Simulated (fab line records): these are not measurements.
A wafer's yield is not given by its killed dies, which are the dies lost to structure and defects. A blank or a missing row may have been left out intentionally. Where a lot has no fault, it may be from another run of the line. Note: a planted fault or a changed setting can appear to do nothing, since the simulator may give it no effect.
Which tool did it? || flow nandHarc || Sampling: 12 lots, 36 wafers, 2 of 1302 route steps

WHAT THE GAUGES SHOWED, per wafer
NHARC_A_CONTACT_CD_MEAS_42: the cd target is 300 nm.
{"lot": "L076", "measured": "day 21 13:50", "on": "cdSem-01", "cdNm (nm)": "299.6 299.3 300.1"}
{"lot": "L077", "measured": "day 22 09:44", "on": "cdSem-03", "cdNm (nm)": "299.6 300.0 300.2"}
{"lot": "L079", "measured": "day 23 02:22", "on": "cdSem-02", "cdNm (nm)": "300.8 300.4 300.6"}
{"lot": "L080", "measured": "day 24 19:26", "on": "cdSem-03", "cdNm (nm)": "298.9 299.0 299.3"}
{"lot": "L083", "measured": "day 25 03:47", "on": "cdSem-03", "cdNm (nm)": "299.6 300.2 300.2"}
{"lot": "L084", "measured": "day 25 20:34", "on": "cdSem-02", "cdNm (nm)": "300.2 299.7 299.7"}
{"lot": "L090", "measured": "day 27 11:19", "on": "cdSem-03", "cdNm (nm)": "300.1 299.2 299.8"}
{"lot": "L087", "measured": "day 27 14:08", "on": "cdSem-02", "cdNm (nm)": "300.5 301.3 300.5"}
{"lot": "L091", "measured": "day 28 09:55", "on": "cdSem-01", "cdNm (nm)": "299.7 299.8 299.3"}
{"lot": "L093", "measured": "day 29 02:46", "on": "cdSem-01", "cdNm (nm)": "299.1 299.3 299.7"}
{"lot": "L094", "measured": "day 29 18:41", "on": "cdSem-02", "cdNm (nm)": "299.5 299.8 299.6"}
{"lot": "L096", "measured": "day 30 12:52", "on": "cdSem-03", "cdNm (nm)": "299.3 299.9 299.9"}

TOOL THAT RAN EACH LOT (tool first, then ch and the chambers of the sampled wafers, then the start)
{"lot": "L076", "NHARC_A_WL_FILL_STRIP_29": "rieDiel-08 ch 0,1,2, day 21 03:59"}
{"lot": "L077", "NHARC_A_WL_FILL_STRIP_29": "rieDiel-08 ch 0,2,3, day 21 21:47"}
{"lot": "L079", "NHARC_A_WL_FILL_STRIP_29": "rieDiel-05 ch 0,2,3, day 22 14:19"}
{"lot": "L080", "NHARC_A_WL_FILL_STRIP_29": "rieDiel-08 ch 0,1,2, day 24 06:24"}
{"lot": "L083", "NHARC_A_WL_FILL_STRIP_29": "rieDiel-05 ch 1,3, day 24 15:37"}
{"lot": "L084", "NHARC_A_WL_FILL_STRIP_29": "rieDiel-08 ch 0,1,2, day 25 08:10"}
{"lot": "L090", "NHARC_A_WL_FILL_STRIP_29": "rieDiel-08 ch 0,2,3, day 26 23:02"}
{"lot": "L087", "NHARC_A_WL_FILL_STRIP_29": "rieDiel-05 ch 1,2, day 26 23:05"}
{"lot": "L091", "NHARC_A_WL_FILL_STRIP_29": "rieDiel-08 ch 2,3, day 27 20:17"}
{"lot": "L093", "NHARC_A_WL_FILL_STRIP_29": "rieDiel-08 ch 1,2,3, day 28 10:46"}
{"lot": "L094", "NHARC_A_WL_FILL_STRIP_29": "rieDiel-08 ch 1,2, day 29 02:19"}
{"lot": "L096", "NHARC_A_WL_FILL_STRIP_29": "rieDiel-03 ch 0,1, day 29 22:18"}
- NHARC_A_WL_FILL_STRIP_29: strips in O2, time 20 s.

THE ANSWER, worked out from the rows above alone
Rule: what is usual is taken from the lots themselves. The widest of any qualifying gaps counts: lots, ordered by their means at a reading, are off when they make up no more than a third of the lots, leave a main group of 4 or more, and stand apart from it by 3 or more times the standard deviation of that group's means. If all means in a main group match to the digits the tables above print for the reading, that group is not used. A lot without any number at a reading at which 4 lots or more have one is off too. Where the step has rows for the other lots, those lots are counted as sound.
Nothing can be told from this: no lot is off at any reading shown.

WHAT THE SIMULATOR PUT IN
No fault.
